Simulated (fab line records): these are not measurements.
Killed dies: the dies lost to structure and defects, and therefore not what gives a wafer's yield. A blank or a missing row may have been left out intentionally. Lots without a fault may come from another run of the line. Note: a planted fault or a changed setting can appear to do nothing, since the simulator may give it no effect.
Chamber matching || flow n5Finfet || N5_BEOL_M4_CO_CAP_55 on cvdCo-01 has 3 sister chambers
The step material Co, precursor CCTBA/H2, target thk 2 nm, time 102.1 s. 6 wafers are shown with their chamber, then 8 later ones without.

== WAFERS, EACH WITH ITS CHAMBER ==
{"wafer": "L277.4", "chamber": 2, "heaterPowerW (W)": 231}
{"wafer": "L277.5", "chamber": 1, "heaterPowerW (W)": 225}
{"wafer": "L282.1", "chamber": 2, "heaterPowerW (W)": 230}
{"wafer": "L282.5", "chamber": 1, "heaterPowerW (W)": 224}
{"wafer": "L282.6", "chamber": 0, "heaterPowerW (W)": 242}
{"wafer": "L281.1", "chamber": 0, "heaterPowerW (W)": 242}

== WAFERS WITHOUT THEIR CHAMBER ==
{"wafer": "L281.3", "heaterPowerW (W)": 224}
{"wafer": "L281.5", "heaterPowerW (W)": 227}
{"wafer": "L289.2", "heaterPowerW (W)": 228}
{"wafer": "L289.5", "heaterPowerW (W)": 239}
{"wafer": "L289.6", "heaterPowerW (W)": 238}
{"wafer": "L288.2", "heaterPowerW (W)": 233}
{"wafer": "L288.3", "heaterPowerW (W)": 228}
{"wafer": "L288.6", "heaterPowerW (W)": 232}

== THE CHAMBER EACH PASSED THROUGH ==
{"wafer": "L281.3", "from the rows above": 1, "in truth": 1}
{"wafer": "L281.5", "from the rows above": "can't be placed: 1 or 2", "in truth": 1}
{"wafer": "L289.2", "from the rows above": "can't be placed: 2 or 1", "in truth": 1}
{"wafer": "L289.5", "from the rows above": 0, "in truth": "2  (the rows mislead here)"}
{"wafer": "L289.6", "from the rows above": 0, "in truth": 0}
{"wafer": "L288.2", "from the rows above": 2, "in truth": 2}
{"wafer": "L288.3", "from the rows above": "can't be placed: 2 or 1", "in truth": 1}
{"wafer": "L288.6", "from the rows above": 2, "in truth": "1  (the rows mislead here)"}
Placed correctly: 3 of 8. From these rows, 3 cannot be placed; in 3 the true chamber is one of the candidates. 2 placed wrongly.
How it was worked out, from the rows above alone: a wafer's distance from a chamber is the root of the sum, over the readings, of the square of ((its reading less the chamber's mean) divided by the reading's scatter). The wafer belongs to the nearest chamber; if the next one is less than 2 further off, it can't be placed. Each chamber's mean is taken over the wafers shown for it. The scatter: take each reading less its chamber's mean, square it, sum over the shown wafers, divide by the number of wafers less the number of chambers, and take the root.
